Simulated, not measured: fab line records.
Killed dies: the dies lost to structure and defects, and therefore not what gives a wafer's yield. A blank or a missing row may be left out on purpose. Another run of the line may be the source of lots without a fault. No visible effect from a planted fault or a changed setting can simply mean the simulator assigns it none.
Matching of chambers + flow n5Finfet + 4 sister chambers for N5_HKMG_FIN_CMP_94 on cmp-03
The step polishes, stops on SiNx, t overpolish 4.7 s, target thk 43.299 nm. 8 wafers are shown with their chamber, then 7 later ones without.

== EACH WAFER AND ITS CHAMBER ==
| wafer  | chamber | motorCurrentA (A) |
|--------|---------|-------------------|
| L076.2 | 0       | 11.9              |
| L081.1 | 1       | 12.8              |
| L081.3 | 3       | 12.1              |
| L083.1 | 3       | 11.1              |
| L083.4 | 0       | 11.3              |
| L083.5 | 1       | 13.2              |
| L087.1 | 2       | 11.8              |
| L087.5 | 2       | 11.7              |

== WAFERS WITH NO CHAMBER GIVEN ==
| wafer  | motorCurrentA (A) |
|--------|-------------------|
| L087.6 | 11.9              |
| L094.2 | 11.8              |
| L094.3 | 11.9              |
| L094.5 | 11.6              |
| L091.3 | 12.1              |
| L091.4 | 12.4              |
| L091.5 | 12.3              |

== CHAMBER TAKEN BY EACH ==
| wafer  | from the rows above               | in truth |
|--------|-----------------------------------|----------|
| L087.6 | can't be placed: 2 or 0 or 3      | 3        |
| L094.2 | can't be placed: 2 or 0 or 3      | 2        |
| L094.3 | can't be placed: 2 or 0 or 3      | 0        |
| L094.5 | can't be placed: 3 or 0 or 2      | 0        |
| L091.3 | can't be placed: 2 or 0 or 3 or 1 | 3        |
| L091.4 | can't be placed: 1 or 2 or 0 or 3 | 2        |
| L091.5 | can't be placed: 2 or 0 or 1 or 3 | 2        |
Correct placement for 0 of the 7. These rows do not allow placing 7 (true chamber among the candidates in 7). Placed wrongly: 0.
How it was worked out, from the rows above alone: a wafer's distance from a chamber is the root of the sum, over the readings, of the square of ((its reading less the chamber's mean) divided by the reading's scatter). The wafer belongs to the nearest chamber; if the next one is less than 2 further off, it can't be placed. The mean given for a chamber averages the wafers shown for that chamber. The scatter: the root of (the sum of the squares of (reading less its chamber's mean) over the shown wafers, divided by (wafers less chambers)).
